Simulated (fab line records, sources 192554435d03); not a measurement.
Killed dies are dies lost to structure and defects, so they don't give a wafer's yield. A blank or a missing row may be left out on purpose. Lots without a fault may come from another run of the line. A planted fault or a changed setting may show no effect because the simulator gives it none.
Which tool did it? | flow n5_finfet | 11 lots, 33 wafers sampled, at 4 steps of a route of 1938

WHAT THE GAUGES READ, wafer by wafer
N5_PASSIVATION_OVL_MEAS_60. Usual: TV_OVL 0 nm, standard deviation 5.8.
lot  | measured     | on         | TV_OVL (nm) | flag
L292 | day 11 18:15 | overlay-01 | 9 15 1      |
L293 | day 12 14:07 | overlay-02 | -2 1 8      |
L294 | day 12 11:22 | overlay-02 | -12 -8 -16  |
L296 | day 12 10:27 | overlay-02 | 2 3 2       |
L297 | day 12 18:45 | overlay-02 | -1 -6 -9    |
L303 | day 14 17:04 | overlay-02 | 1 1 -2      |
L308 | day 15 21:29 | overlay-02 | -3 -4 0     |
L312 | day 17 06:56 | overlay-01 | 0 -2 -1     |
L313 | day 17 10:29 | overlay-01 | 11 1 5      |
L314 | day 17 22:59 | overlay-01 | -5 0 5      |
L315 | day 17 19:50 | overlay-02 | -10 2 8     |

WHICH TOOL RAN EACH LOT (tool, then ch and the chambers of the sampled wafers, then the start)
lot  | N5_MOL_CONTACT_COAG_PRECLEAN_125    | N5_MIM_TOP_SPUTTER_03        | N5_MIM_TOP_LITHO_DESCUM_10
L292 | wet_bench-05 ch 1,5,7, day 4 22:20  | pvd_sputter-02, day 11 15:08 | rie_diel-04 ch 0,2,3, day 11 15:38
L293 | wet_bench-02 ch 1,4,5, day 5 01:33  | pvd_sputter-02, day 11 23:45 | rie_diel-01 ch 0,1,3, day 12 00:30
L294 | wet_bench-06 ch 1,2,3, day 5 13:38  | pvd_sputter-03, day 12 08:46 | rie_diel-01 ch 0,1,2, day 12 09:19
L296 | wet_bench-02 ch 1,3,4, day 5 21:37  | pvd_sputter-03, day 12 07:38 | rie_diel-01 ch 0,1,2, day 12 08:14
L297 | wet_bench-05 ch 1,6,7, day 6 06:01  | pvd_sputter-01, day 12 14:41 | rie_diel-01 ch 2,3, day 12 15:10
L303 | wet_bench-06 ch 3,4,6, day 7 17:06  | pvd_sputter-01, day 14 14:07 | rie_diel-04 ch 0,1,2, day 14 14:44
L308 | wet_bench-05 ch 3,4,6, day 9 09:03  | pvd_sputter-03, day 15 14:01 | rie_diel-04 ch 1,3, day 15 14:37
L312 | wet_bench-02 ch 1,3,7, day 9 21:04  | pvd_sputter-02, day 17 02:38 | rie_diel-01 ch 0,2,3, day 17 03:31
L313 | wet_bench-06 ch 1,2,5, day 10 05:50 | pvd_sputter-02, day 17 07:05 | rie_diel-01 ch 1,2,3, day 17 07:42
L314 | wet_bench-06 ch 0,1,3, day 10 13:22 | pvd_sputter-02, day 17 20:01 | rie_diel-01 ch 0,2, day 17 20:37
L315 | wet_bench-02 ch 0,1,6, day 10 15:54 | pvd_sputter-02, day 17 15:13 | rie_diel-04 ch 0,1,2, day 17 15:54
- N5_MOL_CONTACT_COAG_PRECLEAN_125: cleans in DIW, time 57.5 s.
- N5_MIM_TOP_SPUTTER_03: material TiN, target thk 35 nm, time 89.7 s.
- N5_MIM_TOP_LITHO_DESCUM_10: chemistry O2, time 7.9 s.

WHAT THE TOOLS THEMSELVES READ (means of the sampled wafers that have a number; where no wafer has one, the mark that the record gives instead)
N5_MOL_CONTACT_COAG_PRECLEAN_125. Usual: bath_heat_duty_pct 3.6 %, standard deviation 0.56.
lot  | tool         | bath_heat_duty_pct (%) | flag
L292 | wet_bench-05 | 3.7                    |
L293 | wet_bench-02 | 3.6                    |
L294 | wet_bench-06 | 4.1                    |
L296 | wet_bench-02 | 3.7                    |
L297 | wet_bench-05 | 3.2                    |
L303 | wet_bench-06 | 3.2                    |
L308 | wet_bench-05 | 3.9                    |
L312 | wet_bench-02 | 4.2                    |
L313 | wet_bench-06 | 3.2                    |
L314 | wet_bench-06 | 3.7                    |
L315 | wet_bench-02 | 3.8                    |

N5_MIM_TOP_SPUTTER_03. Usual: throttle_valve_pct 29.5 %, standard deviation 0.82.
lot  | tool           | throttle_valve_pct (%) | flag
L292 | pvd_sputter-02 | 29.3                   |
L293 | pvd_sputter-02 | 29.4                   |
L294 | pvd_sputter-03 | 29.7                   |
L296 | pvd_sputter-03 | 29.7                   |
L297 | pvd_sputter-01 | 28.7                   |
L303 | pvd_sputter-01 | 28.3                   |
L308 | pvd_sputter-03 | 29.1                   |
L312 | pvd_sputter-02 | 29.4                   |
L313 | pvd_sputter-02 | 29.3                   |
L314 | pvd_sputter-02 | 29.5                   |
L315 | pvd_sputter-02 | 29.5                   |

N5_MIM_TOP_LITHO_DESCUM_10. Usual: drypump_motor_current_A 5.6 A, standard deviation 0.41; oes_product_au 0.80 a.u., standard deviation 0.067; rf_vpp_V 243.3 V, standard deviation 1.4; showerhead_plenum_p_Torr 2.10 Torr, standard deviation 0.066; throttle_valve_pct 20.57 %, standard deviation 0.27.
lot  | tool        | drypump_motor_current_A (A) | oes_product_au (a.u.) | rf_vpp_V (V) | showerhead_plenum_p_Torr (Torr) | throttle_valve_pct (%) | flag
L292 | rie_diel-04 | 5.5                         | 0.84                  | 244.1        | 2.12                            | 20.66                  |
L293 | rie_diel-01 | 6.1                         | 0.81                  | 243.6        | 2.11                            | 20.63                  |
L294 | rie_diel-01 | 5.9                         | 0.83                  | 243.1        | 2.12                            | 20.36                  |
L296 | rie_diel-01 | 5.9                         | 0.83                  | 243.2        | 2.12                            | 20.37                  |
L297 | rie_diel-01 | 6.0                         | 0.80                  | 244.9        | 2.21                            | 20.65                  |
L303 | rie_diel-04 | 5.3                         | 0.86                  | 244.1        | 2.09                            | 20.55                  |
L308 | rie_diel-04 | 5.0                         | 0.85                  | 242.8        | 2.06                            | 20.43                  |
L312 | rie_diel-01 | 5.9                         | 0.80                  | 243.1        | 2.17                            | 20.49                  |
L313 | rie_diel-01 | 5.9                         | 0.75                  | 243.7        | 2.12                            | 20.65                  |
L314 | rie_diel-01 | 5.8                         | 0.83                  | 244.3        | 2.15                            | 20.27                  |
L315 | rie_diel-04 | 5.3                         | 0.83                  | 243.1        | 2.08                            | 20.59                  |

THE ANSWER, worked out from the rows above alone
Rule: a lot is off if the mean of its wafers that have a number lies more than 3 standard deviations from the usual mean. A lot without any number at a reading at which 4 lots or more have one is off too. The other lots that the step has rows for count as sound. The gauges are gone through in route order, then the tools' own readings, and for those a lot's mean is taken as printed above. The first step at which some lot is off is used, and at that step the reading that is off furthest; a lot without a number counts as furthest.
No lot is off at any reading shown: from this, nothing can be told.

WHAT THE SIMULATOR HAD PUT IN
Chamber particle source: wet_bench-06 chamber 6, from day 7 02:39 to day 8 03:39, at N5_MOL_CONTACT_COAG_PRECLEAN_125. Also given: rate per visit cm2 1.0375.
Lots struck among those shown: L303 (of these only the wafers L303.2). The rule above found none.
